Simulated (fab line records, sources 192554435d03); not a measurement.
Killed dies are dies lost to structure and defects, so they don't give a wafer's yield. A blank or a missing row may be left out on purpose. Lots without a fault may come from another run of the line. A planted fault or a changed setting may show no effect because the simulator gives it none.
A struck lot beside a sound one | flow n5_finfet | 16 steps out of a route of 1938
Sound: wafers L346.1, L346.2, L346.5. Struck: wafer L354.2. (L354.4 of the same lot was not struck and is left out.) The cause comes at the end.
At each step with rows: each side's tool, then ch and its chambers, then its first start. Under that, the readings that differ: sound wafers | struck wafers | difference of the means | sigmas: that difference in standard deviations of wafers without a fault.
alike: readings whose means differ by less than 2 such deviations, and words and numbers that are the same on both sides. not compared: withheld readings, readings that some wafer has no value for, bounds like >300 that may hide the same value, and numbers for which the record gives no deviation and whose values overlap.
The two part at a step that has a row with sigmas, a row that says differs or no value, or rows on one side only. Numbers that don't overlap but have no deviation are shown without sigmas and don't part them. A reading that every wafer of one side lacks parts them only if that side has two wafers or more.

first, 1 step without rows for these wafers: N5_GATE_CUT_ETCH_19 (etches SiNx in CH3F/O2, target depth 53.7 nm, time 76.7 s).
N5_GATE_CUT_CUT_ETCH_53: etches W in SF6/Cl2, target depth 79.2 nm.
  sound on rie_metal-02 ch 0,1, day 6 07:10; struck on rie_metal-03 ch 1, day 8 06:07
  reading                | sound             | struck | difference | sigmas
  throttle_valve_pct (%) | 28.72 28.74 28.70 | 29.38  | +0.66      | +3
  alike: bias_w, drypump_motor_current_A, etch_rf_on_time_s, oes_product_au
  not compared: rf_hours_counter_h
N5_GATE_CUT_CUT_ETCH_54: etches TiN in Cl2/BCl3, target depth 96.7 nm.
  sound on rie_metal-02 ch 0,1, day 6 07:14; struck on rie_metal-03 ch 1, day 8 06:10
  reading                | sound             | struck | difference | sigmas
  throttle_valve_pct (%) | 22.08 22.04 22.05 | 22.61  | +0.55      | +2
  alike: bias_w, drypump_motor_current_A, etch_rf_on_time_s, mfc_ar_sccm, oes_product_au
  not compared: rf_hours_counter_h
N5_GATE_CUT_CUT_ETCH_55: etches HfO2 in BCl3, target depth 3.2 nm.
  sound on rie_metal-02 ch 0,1, day 6 07:17; struck on rie_metal-03 ch 1, day 8 06:14
  reading                | sound             | struck | difference | sigmas
  throttle_valve_pct (%) | 33.00 32.92 33.00 | 33.68  | +0.71      | +3
  alike: bias_w, drypump_motor_current_A, oes_product_au
  not compared: rf_hours_counter_h
then, 2 steps without rows for these wafers: N5_GATE_CUT_ETCH_47 (etches SiO2 in Cl2/BCl3, target depth 10 nm); N5_GATE_CUT_VAPOR_ETCH_48 (etches TiN in BCl3/Cl2).
N5_GATE_CUT_VAPOR_ETCH_49: etches TiAlC in BCl3/Cl2.
  sound on rie_metal-02 ch 0,1, day 6 07:23; struck on rie_metal-03 ch 1, day 8 06:19
  alike: drypump_motor_current_A, oes_product_au
then, 1 step without rows for these wafers: N5_GATE_CUT_VAPOR_ETCH_51 (etches HfO2 in BCl3/Cl2).
N5_GATE_CUT_STRIP_21: strips in N2/H2, time 30 s.
  sound on plasma_asher-01 ch 0,1, day 6 07:28; struck on plasma_asher-01 ch 1, day 8 06:24
  alike: drypump_motor_current_A, heater_power_w
  not compared: rf_hours_counter_h
then, 3 steps without rows for these wafers: N5_GATE_CUT_STRIP_29 (strips in post etch residue remover, time 60 s); N5_GATE_CUT_SRD_52 (time 30 s); N5_GATE_CUT_ALD_22 (deposits SiNx, target thk 16 nm, pulse time 1 s, ald cycles 320).
N5_GATE_CUT_CMP_23: polishes, stops on SiO2, t overpolish 23.4 s, target thk 16 nm.
  sound on cmp-04 ch 1,2,3, day 6 10:28; struck on cmp-04 ch 0, day 8 08:03
  reading                                   | sound          | struck | difference | sigmas
  time_to_endpoint_s (s)                    | 21.1 21.5 16.4 | 9.3    | -10.4      | -5
  model.SiNx_of_GATE_CUT_ALD_22.thk_nm (nm) | 16 16 16       | 14.4   | -1.6       |
  alike: motor_current_A, overpolish_run_s
  not compared: pad_life_wafers
N5_GATE_CUT_THK_MEAS_24:
  sound on film_metro-02, day 6 10:41; struck on film_metro-02, day 8 08:20
  alike: GC_FILL_THK
-- the record jumps here: 3 days lie between the struck wafers' starts before and after (it left off in module GATE_CUT and takes up again in module BEOL_M4, whose first step shown is number 1111 of the route) --
N5_BEOL_M4_RC_MEAS_101:
  sound on prober-01 ch 0, day 9 18:40; struck on prober-01 ch 0, day 11 10:42
  reading       | sound       | struck | difference | sigmas
  ION_N (uA/um) | 691 656 670 | 694    | +22        | +2
  alike: DIBL_N, DIBL_P, IOFF_N, IOFF_P, ION_P, SS_N, SS_P, VT_N, VT_P
N5_PASSIVATION_PROBE_49:
  the record has rows for the sound wafers here (prober-02, day 13 18:02) and none for the struck ones

WHERE THEY PART
First at N5_GATE_CUT_CUT_ETCH_53; last, within this record, at N5_PASSIVATION_PROBE_49.

WHY: what the simulator had put in
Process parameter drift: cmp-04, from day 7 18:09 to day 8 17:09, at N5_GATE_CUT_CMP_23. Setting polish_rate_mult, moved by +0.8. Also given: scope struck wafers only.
